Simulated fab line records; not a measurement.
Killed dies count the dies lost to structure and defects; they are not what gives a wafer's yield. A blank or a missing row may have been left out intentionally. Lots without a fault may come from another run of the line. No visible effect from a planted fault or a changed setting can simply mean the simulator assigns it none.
Chamber matching    flow n5_finfet    N5_MOL_CONTACT_COAG_STRIP_96 on rie_diel-02 has 4 sister chambers
The step strips in N2/H2. 8 wafers are shown with their chamber, then 9 later ones without.

== WAFERS PAIRED WITH THEIR CHAMBERS ==
wafer   chamber  throttle_valve_pct (%)  showerhead_plenum_p_Torr (Torr)
L081.5  0        18.2                    3.27
L085.4  1        19.2                    3.46
L086.2  3        18.9                    3.38
L086.4  2        18.2                    3.55
L086.5  3        18.9                    3.38
L089.1  0        18.2                    3.26
L089.4  2        18.3                    3.54
L089.6  1        19.2                    3.46

== WAFERS WITH NO CHAMBER GIVEN ==
wafer   throttle_valve_pct (%)  showerhead_plenum_p_Torr (Torr)
L090.2  18.2                    3.54
L090.4  19.2                    3.45
L090.5  18.2                    3.26
L091.2  19.2                    3.45
L091.5  18.9                    3.38
L091.6  18.2                    3.26
L096.3  18.9                    3.37
L096.4  18.3                    3.54
L096.6  18.3                    3.54

== CHAMBER TAKEN BY EACH ==
wafer   from the rows above  in truth
L090.2  2                    2
L090.4  1                    1
L090.5  0                    0
L091.2  1                    1
L091.5  3                    3
L091.6  0                    0
L096.3  3                    3
L096.4  2                    2
L096.6  2                    2
Correct placement for 9 of the 9. Can't be placed from these rows: 0. Number placed wrongly: 0.
How it was worked out, from the rows above alone: a wafer's distance from a chamber is the root of the sum, over the readings, of the square of ((its reading less the chamber's mean) divided by the reading's scatter). The wafer belongs to the nearest chamber; if the next one is less than 2 further off, it can't be placed. A chamber's mean is the mean of its shown wafers. The scatter is the square root of a quotient: the sum, over the shown wafers, of each reading's squared deviation from its chamber's mean, divided by wafers minus chambers.
